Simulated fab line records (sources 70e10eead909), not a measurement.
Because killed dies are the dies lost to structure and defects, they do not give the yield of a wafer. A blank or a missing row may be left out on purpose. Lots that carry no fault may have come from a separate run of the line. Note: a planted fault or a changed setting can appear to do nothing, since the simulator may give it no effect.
fab line records + flow nand-harc
record
- lots=7
- wafers=21
- last-day=23
route steps=1159 shown P_M0@278 P_M1@285
lots with no fault: from the same line, run without faults
start-h: hours from the record's first day to the start of the lot's first wafer shown + wait-h: hours since the lot's step before + " the same as in the row above + L1.1+2: several wafers, shown together as one row + - no value present, or no start provided + * or withheld: withheld + < > ~ a bound
route shown NAME@n: a module of which the file shows steps, and the number in the route of the first + usual: average and standard deviation across the fault-free wafers + same: alike in all rows + chamber/n: place in a boat + sites: per-site readings + _std_site: their standard deviation + _edge_site: inner sites' mean taken away from outer sites' mean + radius-mm: how far each site lies from the wafer's centre + mask NAME#n: copy n + behind: tool/chamber where the wafer was last shaped + hold: what put the lot on hold/how long, in hours/how the hold closed + device: the transistor (n, p or np) that didn't switch + end of line: at the end of the route, the tests of the same wafers + step lacking rows: just its recipe + killed: dies that structure and defects cost at the first sort, which is not the same as the wafer's yield + map: dies across one wafer; x = killed, . = not, _ = none there
set.NAME: the run value of the setting; set.NAME@STEP: its run value at that earlier step + model.NAME: the simulator's own value behind a step, which no gauge read
lots seen at some steps along the route; tables by step, rows by wafer
services: from which hour (start-h, from the record's first day; less than 0 if before it) a tool's chamber was out of use, for how many hours, and why
## steps
# step NHARC_P_M0_CMP_23
# recipe
- t-overpolish-s=20
- target-thk-nm=117.53
# usual
- motor-current-A=11.9/1.1
- time-to-endpoint-s=28.2/2.5
| lot.wafer | tool   | chamber | start-h | wait-h | motor-current-A | time-to-endpoint-s |
|-----------|--------|---------|---------|--------|-----------------|--------------------|
| L506.2    | cmp-01 | 3       | 128.71  | -      | 11.7            | 27.0               |
| L506.3    | "      | 1       | "       | "      | 12.1            | 30.0               |
| L506.4    | "      | 2       | "       | "      | 11.4            | 25.4               |
| L507.3    | cmp-04 | 3       | 136.32  | -      | 11.0            | 33.3               |
| L507.1    | "      | 0       | "       | "      | 12.6            | 29.5               |
| L507.5    | "      | 1       | "       | "      | 9.5             | 25.8               |
| L515.4    | cmp-01 | 2       | 177.09  | -      | 11.1            | 28.4               |
| L515.1    | "      | 3       | "       | "      | 11.9            | 27.4               |
| L515.6    | "      | 1       | "       | "      | 12.4            | 29.7               |
| L516.4    | cmp-04 | 2       | 194.70  | -      | 9.8             | 32.0               |
| L516.3    | "      | 3       | "       | "      | 10.6            | 31.2               |
| L516.2    | "      | 0       | "       | "      | 12.5            | 30.1               |
| L517.4    | cmp-01 | 3       | 195.39  | -      | 12.0            | 26.4               |
| L517.2    | "      | 1       | "       | "      | 11.9            | 28.3               |
| L517.5    | "      | 2       | "       | "      | 11.4            | 24.4               |
| L523.3    | cmp-01 | 2       | 227.07  | -      | 11.2            | 26.0               |
| L523.6    | "      | 2       | "       | "      | 11.8            | 28.7               |
| L523.5    | "      | 3       | "       | "      | 12.4            | 27.8               |
| L525.2    | cmp-04 | 1       | 230.64  | -      | 9.3             | 26.7               |
| L525.5    | "      | 0       | "       | "      | 12.0            | 30.7               |
| L525.6    | "      | 1       | "       | "      | 9.7             | 27.9               |
# step NHARC_P_M0_THK_MEAS_24
# recipe
- thk-meas-gauge=xrf
# usual
- thk-nm=117.5/1.6
| lot.wafer | tool          | chamber | start-h | wait-h | thk-nm |
|-----------|---------------|---------|---------|--------|--------|
| L506.2    | film-metro-02 | -       | 129.03  | -      | 117.4  |
| L506.3    | "             | -       | "       | "      | 117.1  |
| L506.4    | "             | -       | "       | "      | 118.2  |
| L507.1    | film-metro-01 | -       | 136.59  | -      | 117.2  |
| L507.3    | "             | -       | "       | "      | 118.8  |
| L507.5    | "             | -       | "       | "      | 117.8  |
| L515.1    | film-metro-01 | -       | 177.38  | -      | 118.1  |
| L515.4    | "             | -       | "       | "      | 117.6  |
| L515.6    | "             | -       | "       | "      | 117.1  |
| L516.2    | film-metro-02 | -       | 194.99  | -      | 119.4  |
| L516.3    | "             | -       | "       | "      | 117.8  |
| L516.4    | "             | -       | "       | "      | 118.0  |
| L517.2    | film-metro-02 | -       | 195.68  | -      | 118.8  |
| L517.4    | "             | -       | "       | "      | 116.7  |
| L517.5    | "             | -       | "       | "      | 117.3  |
| L523.3    | film-metro-01 | -       | 227.39  | -      | 117.1  |
| L523.5    | "             | -       | "       | "      | 117.8  |
| L523.6    | "             | -       | "       | "      | 116.4  |
| L525.2    | film-metro-01 | -       | 230.93  | -      | 118.9  |
| L525.5    | "             | -       | "       | "      | 120.0  |
| L525.6    | "             | -       | "       | "      | 119.4  |
# step NHARC_P_M0_SRD_25
# step NHARC_P_M0_INSPECT_27
# usual
- raw-defect-count=307/110
| lot.wafer | tool              | chamber | start-h | wait-h | raw-defect-count |
|-----------|-------------------|---------|---------|--------|------------------|
| L506.2    | defect-inspect-01 | -       | 129.18  | 0.0    | 250              |
| L506.3    | "                 | -       | "       | "      | 208              |
| L506.4    | "                 | -       | "       | "      | 236              |
| L507.1    | defect-inspect-02 | -       | 136.75  | 0.0    | 181              |
| L507.3    | "                 | -       | "       | "      | 292              |
| L507.5    | "                 | -       | "       | "      | 136              |
| L515.1    | defect-inspect-02 | -       | 177.54  | 0.0    | 271              |
| L515.4    | "                 | -       | "       | "      | 284              |
| L515.6    | "                 | -       | "       | "      | 255              |
| L516.2    | defect-inspect-01 | -       | 195.15  | 0.0    | 307              |
| L516.3    | "                 | -       | "       | "      | 197              |
| L516.4    | "                 | -       | "       | "      | 355              |
| L517.2    | defect-inspect-02 | -       | 195.84  | 0.0    | 483              |
| L517.4    | "                 | -       | "       | "      | 289              |
| L517.5    | "                 | -       | "       | "      | 294              |
| L523.3    | defect-inspect-02 | -       | 227.54  | 0.0    | 389              |
| L523.5    | "                 | -       | "       | "      | 618              |
| L523.6    | "                 | -       | "       | "      | 546              |
| L525.2    | defect-inspect-02 | -       | 231.11  | 0.0    | 233              |
| L525.5    | "                 | -       | "       | "      | 210              |
| L525.6    | "                 | -       | "       | "      | 163              |
# step NHARC_P_M0_PRE_CLEAN_31
# recipe
- time-s=12
- temp-c=370
- rf-power-w=300
- gas=NH3
# usual
- heater-power-w=666/82
| lot.wafer | tool     | chamber | start-h | wait-h | heater-power-w |
|-----------|----------|---------|---------|--------|----------------|
| L506.3    | pecvd-03 | 0       | 129.26  | 0.1    | 678            |
| L506.2    | "        | 1       | "       | "      | 664            |
| L506.4    | "        | 0       | "       | "      | 683            |
| L507.1    | pecvd-04 | 1       | 136.94  | 0.2    | 568            |
| L507.3    | "        | 2       | "       | "      | 611            |
| L507.5    | "        | 2       | "       | "      | 601            |
| L515.1    | pecvd-02 | 1       | 177.61  | 0.1    | 777            |
| L515.6    | "        | 2       | "       | "      | 687            |
| L515.4    | "        | 0       | "       | "      | 704            |
| L516.3    | pecvd-02 | 1       | 195.21  | 0.1    | 788            |
| L516.2    | "        | 0       | "       | "      | 739            |
| L516.4    | "        | 2       | "       | "      | 680            |
| L517.2    | pecvd-03 | 1       | 195.91  | 0.1    | 749            |
| L517.4    | "        | 1       | "       | "      | 732            |
| L517.5    | "        | 2       | "       | "      | 612            |
| L523.3    | pecvd-02 | 2       | 227.68  | 0.1    | 636            |
| L523.6    | "        | 1       | "       | "      | 712            |
| L523.5    | "        | 2       | "       | "      | 628            |
| L525.2    | pecvd-02 | 0       | 231.18  | 0.1    | 738            |
| L525.6    | "        | 1       | "       | "      | 742            |
| L525.5    | "        | 2       | "       | "      | 619            |
# step NHARC_P_M0_DEP_32
# recipe
- target-thk-a=300
- temp-c=370
- target-thk-nm=30
- pressure-torr=3
- flow-sccm=200
- rf-w=450
- material=SiCN
# usual
- heater-power-w=618/85
- showerhead-vpp-V=1299/78
| lot.wafer | tool     | chamber | start-h | wait-h | heater-power-w | showerhead-vpp-V |
|-----------|----------|---------|---------|--------|----------------|------------------|
| L506.3    | pecvd-03 | 0       | 129.37  | 0.1    | 627            | 1285             |
| L506.2    | "        | 1       | "       | "      | 600            | 1357             |
| L506.4    | "        | 0       | "       | "      | 620            | 1308             |
| L507.1    | pecvd-04 | 1       | 137.05  | 0.1    | 477            | 1377             |
| L507.3    | "        | 2       | "       | "      | 566            | 1341             |
| L507.5    | "        | 2       | "       | "      | 549            | 1378             |
| L515.1    | pecvd-02 | 1       | 177.69  | 0.1    | 770            | 1319             |
| L515.6    | "        | 2       | "       | "      | 600            | 1292             |
| L515.4    | "        | 0       | "       | "      | 637            | 1377             |
| L516.3    | pecvd-02 | 1       | 195.29  | 0.1    | 738            | 1319             |
| L516.2    | "        | 0       | "       | "      | 700            | 1398             |
| L516.4    | "        | 2       | "       | "      | 628            | 1292             |
| L517.2    | pecvd-03 | 1       | 195.99  | 0.1    | 677            | 1336             |
| L517.4    | "        | 1       | "       | "      | 664            | 1347             |
| L517.5    | "        | 2       | "       | "      | 549            | 1179             |
| L523.3    | pecvd-02 | 2       | 227.79  | 0.1    | 601            | 1262             |
| L523.6    | "        | 1       | "       | "      | 721            | 1324             |
| L523.5    | "        | 2       | "       | "      | 619            | 1284             |
| L525.2    | pecvd-02 | 0       | 231.26  | 0.1    | 619            | 1411             |
| L525.6    | "        | 1       | "       | "      | 774            | 1305             |
| L525.5    | "        | 2       | "       | "      | 633            | 1289             |
# step NHARC_P_M1_DEP_00
# recipe
- target-thk-a=1825
- target-thk-nm=182.5
- temp-c=withheld
- pressure-torr=5
- flow-sccm=200
- rf-w=600
- material=SiOC
# step NHARC_P_M1_DEHYDRATE_01
# recipe
- temp-c=150
- time-s=120
# step NHARC_P_M1_HMDS_02
# recipe
- time-s=30
# step NHARC_P_M1_COAT_34
# recipe
- temp-c=200
- time-s=65
# step NHARC_P_M1_COAT_03
# recipe
- spin-rpm=1500
- resist-thk-nm=90
# step NHARC_P_M1_SOFTBAKE_04
# recipe
- temp-c=105
- time-s=55
# usual
- chill-plate-temp-C=22.99/0.12
- exhaust-pa=45.0/0.84
- heater-power-total-W=188.45/0.14
- plate-temp-C=105.02/0.14
| lot.wafer | tool           | chamber | start-h | wait-h | chill-plate-temp-C | exhaust-pa | heater-power-total-W | plate-temp-C |
|-----------|----------------|---------|---------|--------|--------------------|------------|----------------------|--------------|
| L506.2    | litho-track-04 | 0       | 130     | -      | 23.10              | 43.4       | 188.39               | 104.91       |
| L506.3    | "              | 0       | "       | "      | 23.15              | 44.4       | 188.29               | 105.05       |
| L506.4    | "              | 0       | "       | "      | 23.24              | 44.0       | 188.41               | 104.90       |
| L507.1    | litho-track-06 | 0       | 138     | -      | 22.98              | 44.8       | 188.69               | 104.95       |
| L507.3    | "              | 0       | "       | "      | 23.22              | 44.7       | 188.32               | 104.85       |
| L507.5    | "              | 0       | "       | "      | 23.17              | 44.7       | 188.41               | 104.72       |
| L515.1    | litho-track-04 | 0       | 178     | -      | 23.04              | 45.3       | 206.44               | -            |
| L515.4    | "              | 0       | "       | "      | 23.07              | 46.2       | 206.44               | -            |
| L515.6    | "              | 0       | "       | "      | 22.95              | 44.2       | 206.38               | -            |
| L516.2    | litho-track-04 | 0       | 196     | -      | 22.82              | 44.9       | 206.59               | -            |
| L516.3    | "              | 0       | "       | "      | 22.99              | 44.3       | 206.74               | -            |
| L516.4    | "              | 0       | "       | "      | 22.88              | 44.9       | 206.37               | -            |
| L517.2    | litho-track-04 | 0       | 196     | -      | 23.02              | 45.0       | 206.72               | -            |
| L517.4    | "              | 0       | "       | "      | 23.02              | 44.7       | 206.77               | -            |
| L517.5    | "              | 0       | "       | "      | 23.08              | 44.9       | 206.23               | -            |
| L523.3    | litho-track-01 | 0       | 228     | -      | 23.06              | 45.5       | 188.24               | 104.74       |
| L523.5    | "              | 0       | "       | "      | 23.07              | 45.5       | 188.30               | 104.95       |
| L523.6    | "              | 0       | "       | "      | 23.04              | 43.9       | 188.43               | 105.02       |
| L525.2    | litho-track-06 | 0       | 232     | -      | 22.92              | 44.5       | 188.47               | 104.97       |
| L525.5    | "              | 0       | "       | "      | 23.10              | 45.3       | 188.46               | 104.85       |
| L525.6    | "              | 0       | "       | "      | 23.09              | 44.2       | 188.53               | 105.17       |
# step NHARC_P_M1_EBR_05
## services
| tool           | chamber | start-h | hours | kind       |
|----------------|---------|---------|-------|------------|
| cmp-04         | -       | 106.23  | 4.0   | pm         |
| cmp-01         | -       | 106.35  | 1.7   | repair     |
| pecvd-04       | -       | 108.70  | 2.3   | repair     |
| pecvd-03       | -       | 111.19  | 13.0  | pm         |
| pecvd-03       | 0       | 111.19  | 13.0  | vent-cycle |
| pecvd-03       | 1       | 111.19  | 13.0  | vent-cycle |
| pecvd-03       | 2       | 111.19  | 13.0  | vent-cycle |
| litho-track-06 | -       | 117.00  | 7.0   | pm         |
| pecvd-04       | 0       | 136.78  | 3.8   | repair     |
| litho-track-04 | -       | 141.00  | 7.0   | pm         |
| cmp-04         | -       | 143.06  | 22.6  | repair     |
| pecvd-02       | -       | 153.00  | 13.0  | pm         |
| pecvd-02       | 0       | 153.00  | 13.0  | vent-cycle |
| pecvd-02       | 1       | 153.00  | 13.0  | vent-cycle |
| pecvd-02       | 2       | 153.00  | 13.0  | vent-cycle |
| pecvd-02       | 0       | 166.00  | -     | clean      |
| pecvd-02       | 1       | 166.00  | -     | clean      |
| pecvd-02       | 2       | 166.00  | -     | clean      |
| pecvd-04       | -       | 168.56  | 1.0   | repair     |
| cmp-01         | -       | 179.50  | 4.0   | pm         |
| pecvd-04       | -       | 195.54  | 13.0  | pm         |
| cmp-04         | -       | 204.23  | 4.0   | pm         |
| pecvd-03       | -       | 225.87  | 0.3   | repair     |
| cmp-04         | -       | 227.95  | 1.3   | repair     |
## key
first-sign
- step=NHARC_P_M1_SOFTBAKE_04
- reading=heater-power-total-W
- direction=up
- sigmas=99+
- usual=*
- struck=*
effect none on later readings
met-at NHARC_P_M1_SOFTBAKE_04
struck-wafers L515.1,L515.4,L515.6,L516.2,L516.3,L516.4,L517.2,L517.4,L517.5
onset-between 130 178
fault
- kind=process-parameter-drift
- tool=litho-track-04
- chamber=-
- onset-h=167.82
- steps=NHARC_P_M1_SOFTBAKE_04
- channel=time-s
- offset=*
- shape=step
- end-h=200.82
- acts-in=*
- stated=*
